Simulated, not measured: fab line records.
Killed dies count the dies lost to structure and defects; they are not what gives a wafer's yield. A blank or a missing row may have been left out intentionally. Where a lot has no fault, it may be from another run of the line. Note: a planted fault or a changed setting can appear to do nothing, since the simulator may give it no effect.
Chamber matching | flow n5Finfet | N5_MOL_CONTACT_COAG_STRIP_96 on rieDiel-04 has 4 sister chambers
The step strips in N2/H2. 16 wafers are shown with their chamber, then 8 later ones without.

## WAFERS, EACH WITH ITS CHAMBER
wafer  | chamber | throttleValvePct (%) | showerheadPlenumPTorr (Torr) | oesProductAu (a.u.)
L074.2 | 1       | 18.72                | 3.44                         | 0.89
L074.3 | 3       | 18.78                | 3.46                         | 0.73
L074.4 | 0       | 19.16                | 3.36                         | 0.77
L077.1 | 2       | 18.52                | 3.32                         | 0.72
L077.4 | 2       | 18.49                | 3.32                         | 0.71
L077.6 | 0       | 19.17                | 3.35                         | 0.75
L078.1 | 3       | 18.77                | 3.46                         | 0.73
L078.3 | 1       | 18.74                | 3.43                         | 0.88
L078.6 | 0       | 19.16                | 3.35                         | 0.76
L081.1 | 3       | 18.77                | 3.46                         | 0.73
L081.2 | 2       | 18.52                | 3.32                         | 0.71
L081.3 | 1       | 18.76                | 3.43                         | 0.87
L084.1 | 3       | 18.79                | 3.45                         | 0.72
L084.3 | 1       | 18.76                | 3.43                         | 0.86
L084.6 | 3       | 18.78                | 3.45                         | 0.72
L090.1 | 2       | 18.55                | 3.31                         | 0.68

SIGNATURES (averages over the wafers above)
reading               | chamber 0 | chamber 1 | chamber 2 | chamber 3 | scatter within a chamber
throttleValvePct      | 19.1633   | 18.7450   | 18.5200   | 18.7780   | 0.0164
showerheadPlenumPTorr | 3.3533    | 3.4325    | 3.3175    | 3.4560    | 0.0053
oesProductAu          | 0.7600    | 0.8750    | 0.7050    | 0.7260    | 0.012
Rule: a wafer's distance from a chamber is the root of the sum, over the readings, of the square of ((its reading less the chamber's mean) divided by the reading's scatter). The wafer belongs to the nearest chamber; if the next one is less than 2 further off, it can't be placed. The scatter: take each reading less its chamber's mean, square it, sum over the shown wafers, divide by the number of wafers less the number of chambers, and take the root.

## WAFERS WHOSE CHAMBER IS MISSING
wafer  | throttleValvePct (%) | showerheadPlenumPTorr (Torr) | oesProductAu (a.u.)
L090.3 | 18.76                | 3.42                         | 0.86
L090.5 | 18.81                | 3.44                         | 0.71
L091.2 | 19.21                | 3.34                         | 0.73
L091.3 | 18.77                | 3.42                         | 0.85
L091.4 | 18.55                | 3.30                         | 0.69
L095.1 | 18.82                | 3.44                         | 0.70
L095.3 | 19.21                | 3.33                         | 0.72
L095.4 | 19.23                | 3.33                         | 0.73

## EACH ONE'S CHAMBER
wafer  | from the rows above | in truth
L090.3 | 1                   | 1
L090.5 | 3                   | 3
L091.2 | 0                   | 0
L091.3 | 1                   | 1
L091.4 | 2                   | 2
L095.1 | 3                   | 3
L095.3 | 0                   | 0
L095.4 | 0                   | 0
Placed correctly: 8 of 8. From these rows, 0 cannot be placed. Number placed wrongly: 0.
